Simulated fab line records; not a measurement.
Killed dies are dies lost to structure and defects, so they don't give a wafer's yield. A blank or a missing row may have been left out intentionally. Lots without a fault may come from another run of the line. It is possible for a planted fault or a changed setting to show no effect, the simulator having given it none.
Matching of chambers ; flow n5_finfet ; N5_HKMG_FIN_ALD_91 on ald_metal-04: 4 sister chambers
The step deposits TiN, target thk 1 nm, pulse time 1 s, purge time 3 s. 14 wafers are shown with their chamber, then 7 later ones without.

WAFERS WITH THEIR CHAMBER
wafer;chamber;heater_power_w (W);heater_power_outer_w (W);precursor_pulse_height_rel
L075.2;0;1041;610;1.001
L075.3;1;791;523;0.997
L075.4;3;839;482;0.977
L076.1;2;1084;638;0.993
L076.3;0;1062;634;1.011
L076.4;3;853;482;0.988
L078.1;3;833;488;0.990
L078.2;1;786;511;1.014
L078.4;0;1041;631;1.000
L084.1;2;1068;647;1.029
L084.2;0;1050;623;0.992
L084.4;3;848;479;1.000
L085.2;0;1047;624;0.989
L085.5;1;805;512;1.018

SIGNATURES (averages over the wafers above)
reading;chamber 0;chamber 1;chamber 2;chamber 3;scatter within a chamber
heater_power_w;1048.20;794.00;1076.00;843.25;9.28
heater_power_outer_w;624.40;515.33;642.50;482.75;7.19
precursor_pulse_height_rel;0.99860;1.00967;1.01100;0.98875;0.0121
Rule: a wafer's distance from a chamber is the root of the sum, over the readings, of the square of ((its reading less the chamber's mean) divided by the reading's scatter). If the next closest chamber is less than 2 further off than the closest, the wafer can't be placed; otherwise it belongs to the closest. The scatter: take each reading less its chamber's mean, square it, sum over the shown wafers, divide by the number of wafers less the number of chambers, and take the root.

WAFERS WITHOUT THEIR CHAMBER
wafer;heater_power_w (W);heater_power_outer_w (W);precursor_pulse_height_rel
L085.6;1032;628;1.029
L089.4;1088;657;1.009
L089.5;1014;620;1.020
L089.6;800;520;1.001
L093.2;1050;611;0.984
L093.4;864;487;0.993
L093.6;775;511;1.022

CHAMBER TAKEN BY EACH
wafer;from the rows above;in truth
L085.6;0;0
L089.4;2;2
L089.5;0;0
L089.6;1;1
L093.2;0;0
L093.4;3;3
L093.6;1;1
7 of 7 placed correctly. Left unplaced by these rows: 0. Number placed wrongly: 0.
